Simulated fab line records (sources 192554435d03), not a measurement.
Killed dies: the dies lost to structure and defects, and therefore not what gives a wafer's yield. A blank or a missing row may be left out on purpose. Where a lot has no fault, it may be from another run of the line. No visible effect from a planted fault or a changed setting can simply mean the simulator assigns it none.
Chamber matching | flow n5-finfet | N5_BEOL_M4_ALD_84 on ald-metal-01: 4 sister chambers
The step deposits TaN, pulse time 2 s, purge time 3 s, co reactant purge time 2 s. 4 wafers are shown with their chamber, then 8 later ones without.

EACH WAFER AND ITS CHAMBER
wafer  | chamber | heater-power-w (W)
L088.2 | 1       | 445
L088.4 | 0       | 443
L088.5 | 3       | 456
L087.1 | 2       | 528

WAFERS WITHOUT THEIR CHAMBER
wafer  | heater-power-w (W)
L087.2 | 452
L087.5 | 443
L093.3 | 526
L093.5 | 423
L093.6 | 458
L097.1 | 439
L097.4 | 521
L097.6 | 510

THE CHAMBER EACH PASSED THROUGH
wafer  | from the rows above          | in truth
L087.2 | can't be placed: 3 or 1 or 0 | 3
L087.5 | can't be placed: 0 or 1 or 3 | 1
L093.3 | 2                            | 2
L093.5 | can't be placed: 0 or 1 or 3 | 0
L093.6 | can't be placed: 3 or 1 or 0 | 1
L097.1 | can't be placed: 0 or 1 or 3 | 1
L097.4 | 2                            | 2
L097.6 | 2                            | 2
Correct placement for 3 of the 8. Cannot be placed on the basis of these rows: 5; the candidates contain the true chamber in 5. Placed wrongly: 0.
How it was worked out, from the rows above alone: a wafer's distance from a chamber is the root of the sum, over the readings, of the square of ((its reading less the chamber's mean) divided by the reading's scatter). If the next closest chamber is less than 2 further off than the closest, the wafer can't be placed; otherwise it belongs to the closest. Each chamber's mean is taken over the wafers shown for it. The scatter: root of mean squared gap, hidden wafer to nearest shown wafer, with one shown wafer a chamber.
